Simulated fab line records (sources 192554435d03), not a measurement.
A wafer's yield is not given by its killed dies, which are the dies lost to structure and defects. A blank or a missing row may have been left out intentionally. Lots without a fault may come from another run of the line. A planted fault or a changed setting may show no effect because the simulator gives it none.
Chamber matching + flow n5_finfet + N5_STI_FIN_REVEAL_ETCH_34 on rie_si-01: 4 sister chambers
The step etches Si in H2, material Si, target depth 0.97 nm. 18 wafers are shown with their chamber, then 9 later ones without.

WAFERS PAIRED WITH THEIR CHAMBERS
| wafer  | chamber | drypump_motor_current_A (A) | oes_product_au (a.u.) |
|--------|---------|-----------------------------|-----------------------|
| L077.1 | 3       | 5.4                         | 0.970                 |
| L077.3 | 1       | 5.8                         | 0.994                 |
| L077.6 | 2       | 4.9                         | 0.988                 |
| L081.2 | 1       | 5.8                         | 1.008                 |
| L081.3 | 3       | 5.4                         | 0.972                 |
| L081.5 | 0       | 6.6                         | 0.994                 |
| L082.2 | 1       | 5.8                         | 0.995                 |
| L082.3 | 0       | 6.6                         | 0.996                 |
| L082.6 | 1       | 5.8                         | 0.994                 |
| L083.3 | 1       | 5.8                         | 0.989                 |
| L083.4 | 2       | 4.9                         | 0.981                 |
| L083.5 | 1       | 5.8                         | 0.991                 |
| L085.1 | 1       | 5.8                         | 0.994                 |
| L085.4 | 0       | 6.6                         | 0.989                 |
| L085.6 | 0       | 6.6                         | 0.994                 |
| L088.1 | 2       | 4.9                         | 0.988                 |
| L088.3 | 3       | 5.3                         | 0.975                 |
| L088.5 | 2       | 4.9                         | 0.982                 |

SIGNATURES (means of the wafers above)
| reading                 | chamber 0 | chamber 1 | chamber 2 | chamber 3 | scatter within a chamber |
|-------------------------|-----------|-----------|-----------|-----------|--------------------------|
| drypump_motor_current_A | 6.600     | 5.800     | 4.900     | 5.367     | 0.0218                   |
| oes_product_au          | 0.99325   | 0.99500   | 0.98475   | 0.97233   | 0.00468                  |
Rule: a wafer's distance from a chamber is the root of the sum, over the readings, of the square of ((its reading less the chamber's mean) divided by the reading's scatter). If the next closest chamber is less than 2 further off than the closest, the wafer can't be placed; otherwise it belongs to the closest. How the scatter is found: for the shown wafers, subtract from each reading the mean of its chamber, square and add these, divide the total by (wafers less chambers), then take the root.

WAFERS MISSING THEIR CHAMBER
| wafer  | drypump_motor_current_A (A) | oes_product_au (a.u.) |
|--------|-----------------------------|-----------------------|
| L091.2 | 6.6                         | 0.994                 |
| L091.3 | 5.8                         | 1.001                 |
| L091.4 | 5.3                         | 0.971                 |
| L095.1 | 5.4                         | 0.977                 |
| L095.2 | 5.8                         | 1.000                 |
| L095.4 | 4.9                         | 0.980                 |
| L096.1 | 5.3                         | 0.977                 |
| L096.3 | 5.8                         | 1.000                 |
| L096.5 | 5.3                         | 0.962                 |

THE CHAMBER EACH PASSED THROUGH
| wafer  | from the rows above | in truth |
|--------|---------------------|----------|
| L091.2 | 0                   | 0        |
| L091.3 | 1                   | 1        |
| L091.4 | 3                   | 3        |
| L095.1 | 3                   | 3        |
| L095.2 | 1                   | 1        |
| L095.4 | 2                   | 2        |
| L096.1 | 3                   | 3        |
| L096.3 | 1                   | 1        |
| L096.5 | 3                   | 3        |
Correct placement for 9 of the 9. Number that these rows cannot place: 0. Placed wrongly: 0.
